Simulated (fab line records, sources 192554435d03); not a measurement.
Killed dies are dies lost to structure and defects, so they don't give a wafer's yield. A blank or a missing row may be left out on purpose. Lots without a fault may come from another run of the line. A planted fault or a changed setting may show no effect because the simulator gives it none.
Split-lot experiment | flow n5_finfet | 7 lots, 39 wafers read, on a route of 1938 steps

THE SPLIT
At N5_BEOL_M0_SAQP_ILD_DEP_01 (deposits SiOC from DEMS/O2, target thk 45.419 nm, time 8.7 s), the setting time_s was moved away from the recipe's 8.7 s on 6 of the 39 wafers read, by -41.4% to +47.4%. The other wafers ran this setting at the recipe's value.

The reading is taken at the split's own step.

THE READING
SiOC_of_BEOL_M0_SAQP_ILD_DEP_01.thk_nm (the simulator's own value, which no gauge read), in nm, at N5_BEOL_M0_SAQP_ILD_DEP_01 (deposits SiOC from DEMS/O2, target thk 45.419 nm, time 8.7 s). The file gives no usual value for it. The 33 wafers here that ran the recipe average 45.2 nm, standard deviation 0.73 nm.

wafer  | tool, chamber at the split | time_s as run, s | against the recipe | SiOC_of_BEOL_M0_SAQP_ILD_DEP_01.thk_nm, nm | against lot-mates on the recipe
L074.1 | pecvd-02, 0,2              | 8.7              | recipe             | 45.8                                       | -
L074.3 | pecvd-02, 0,2              | 8.7              | recipe             | 45.8                                       | -
L074.2 | pecvd-02, 1                | 8.7              | recipe             | 45.6                                       | -
L074.4 | pecvd-02, 2                | 8.7              | recipe             | 46.2                                       | -
L074.5 | pecvd-02, 0                | 8.7              | recipe             | 45.2                                       | -
L074.6 | pecvd-02, 1                | 8.7              | recipe             | 46                                         | -
L077.1 | pecvd-03, 1                | 8.7              | recipe             | 45                                         | -
L077.2 | pecvd-03, 2                | 8.7              | recipe             | 44.8                                       | -
L077.3 | pecvd-03, 0                | 5.095            | -41.4%             | 26.2                                       | -19.1
L077.4 | pecvd-03, 2,1              | 5.095            | -41.4%             | 26.8                                       | -18.5
L077.5 | pecvd-03, 2,1              | 5.095            | -41.4%             | 26.8                                       | -18.5
L077.6 | pecvd-03, 0                | 8.7              | recipe             | 46                                         | -
L081.1 | pecvd-02, 2                | 8.7              | recipe             | 45.2                                       | -
L081.2 | pecvd-02, 1                | 8.7              | recipe             | 44.4                                       | -
L081.3 | pecvd-02, 0                | 8.7              | recipe             | 44.2                                       | -
L081.4 | pecvd-02, 0,1,2            | 8.7              | recipe             | 44.8                                       | -
L081.5 | pecvd-02, 0,1,2            | 8.7              | recipe             | 44.8                                       | -
L081.6 | pecvd-02, 0,1,2            | 8.7              | recipe             | 44.8                                       | -
L082.1 | pecvd-03, 1                | 8.7              | recipe             | 44.2                                       | -
L082.2 | pecvd-03, 0                | 8.7              | recipe             | 44.6                                       | -
L082.3 | pecvd-03, 2,0,2            | 8.7              | recipe             | 45                                         | -
L082.4 | pecvd-03, 2,0,2            | 8.7              | recipe             | 45                                         | -
L082.5 | pecvd-03, 2,0,2            | 8.7              | recipe             | 45                                         | -
L082.6 | pecvd-03, 1                | 8.7              | recipe             | 45.4                                       | -
L084.1 | pecvd-02, 0                | 8.7              | recipe             | 45.2                                       | -
L084.2 | pecvd-02, 2                | 8.7              | recipe             | 45.6                                       | -
L084.3 | pecvd-02, 1                | 12.82            | +47.4%             | 66.6                                       | +21.1
L084.4 | pecvd-02, 1                | 8.7              | recipe             | 45.8                                       | -
L084.5 | pecvd-02, 2                | 12.82            | +47.4%             | 68                                         | +22.5
L084.6 | pecvd-02, 0                | 12.82            | +47.4%             | 67.4                                       | +21.9
L086.1 | pecvd-04, 0                | 8.7              | recipe             | 43.8                                       | -
L086.2 | pecvd-04, 2                | 8.7              | recipe             | 43.4                                       | -
L086.3 | pecvd-04, 1                | 8.7              | recipe             | 45.6                                       | -
L086.4 | pecvd-04, 2                | 8.7              | recipe             | 44.4                                       | -
L086.5 | pecvd-04, 0                | 8.7              | recipe             | 44.6                                       | -
L086.6 | pecvd-04, 1                | 8.7              | recipe             | 46.2                                       | -
L094.2 | pecvd-02, 2,0              | 8.7              | recipe             | 45.4                                       | -
L094.3 | pecvd-02, 2,0              | 8.7              | recipe             | 45.4                                       | -
L094.6 | pecvd-02, 2                | 8.7              | recipe             | 46.8                                       | -
Where a row lists several chambers, the file gives one row for several wafers and doesn't say which wafer went through which chamber.

THE FIT
A straight line over all 39 wafers: SiOC_of_BEOL_M0_SAQP_ILD_DEP_01.thk_nm changes by +0.459 nm for each +1% of time_s; r = +1.00; the points scatter about the line by 0.73 nm.
The same after taking each lot's own level away (the mean of its wafers on the recipe; 39 wafers): +0.456 nm for each +1%; r = +1.00; scatter 0.56 nm.
On that fit, the largest move of time_s shifts the reading by 22 nm.
The lots' own levels span 44.67 to 45.87 nm, that is 1.7 times the standard deviation above.
So the lot-to-lot level changes the slope little: the two slopes agree.
Check: with one of the wafers moved furthest among these (+47.4%) left out of the fit, the line predicts +21.8 nm for it against its lot-mates. It came out at +21.1 nm against them.

OTHER SPLITS ON THESE WAFERS
These wafers also went through other splits before the reading. Each is held against what the fit with the lots' levels taken away leaves over:
other split on the same wafers               | wafers away from the commonest value | r with SiOC_of_BEOL_M0_SAQP_ILD_DEP_01.thk_nm (lot level and that fit taken away)
N5_FIN_SAQP_HM_DEP_72 target_thk_a           | 18                                   | +0.11
N5_FIN_CUT_CUT_ETCH_15 time_s                | 12                                   | +0.27
N5_SD_EPI_P_EPI_21 epi_growth_time_s         | 15                                   | +0.09
N5_MOL_CONTACT_COAG_SPUTTER_143 target_thk_a | 12                                   | +0.29

THE FILE'S OWN FIT
SiOC_of_BEOL_M0_SAQP_ILD_DEP_01.thk_nm changes by +0.456 nm for each +1% of time_s, r = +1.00.
